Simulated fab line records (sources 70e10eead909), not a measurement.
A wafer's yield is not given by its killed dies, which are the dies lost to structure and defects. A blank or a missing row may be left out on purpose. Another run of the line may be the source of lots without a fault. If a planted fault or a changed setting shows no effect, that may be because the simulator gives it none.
Matching of chambers -- flow nandHarc -- rieDiel-03 running NHARC_P_BONDPAD_ACTIVATE_29: 4 sister chambers
The step chemistry N2, time 60 s. 8 wafers are shown with their chamber, then 8 later ones without.

## WAFERS WITH THEIR CHAMBER
wafer,chamber,showerheadPlenumPTorr (Torr),drypumpMotorCurrentA (A)
L807.5,2,1.84,6.1
L808.1,1,1.68,5.6
L808.3,2,1.84,6.1
L808.4,0,1.70,5.6
L809.1,3,1.86,6.0
L809.2,1,1.67,5.7
L809.3,0,1.70,5.6
L822.1,3,1.86,6.1

## WAFERS WHOSE CHAMBER IS MISSING
wafer,showerheadPlenumPTorr (Torr),drypumpMotorCurrentA (A)
L822.2,1.84,6.1
L822.5,1.70,5.6
L825.2,1.86,6.1
L825.4,1.70,5.5
L825.5,1.67,5.6
L827.2,1.67,5.6
L827.3,1.86,6.1
L827.6,1.86,6.1

## WHICH CHAMBER EACH ONE RAN IN
wafer,from the rows above,in truth
L822.2,2,2
L822.5,0,0
L825.2,3,3
L825.4,0,0
L825.5,1,1
L827.2,1,1
L827.3,3,3
L827.6,3,3
Correctly placed: 8 of 8. From these rows, 0 cannot be placed. Number placed wrongly: 0.
How it was worked out, from the rows above alone: a wafer's distance from a chamber is the root of the sum, over the readings, of the square of ((its reading less the chamber's mean) divided by the reading's scatter). The wafer belongs to the nearest chamber; if the next one is less than 2 further off, it can't be placed. For every chamber, the mean is computed from those of its wafers that are shown. The scatter: the root of (the sum of the squares of (reading less its chamber's mean) over the shown wafers, divided by (wafers less chambers)).
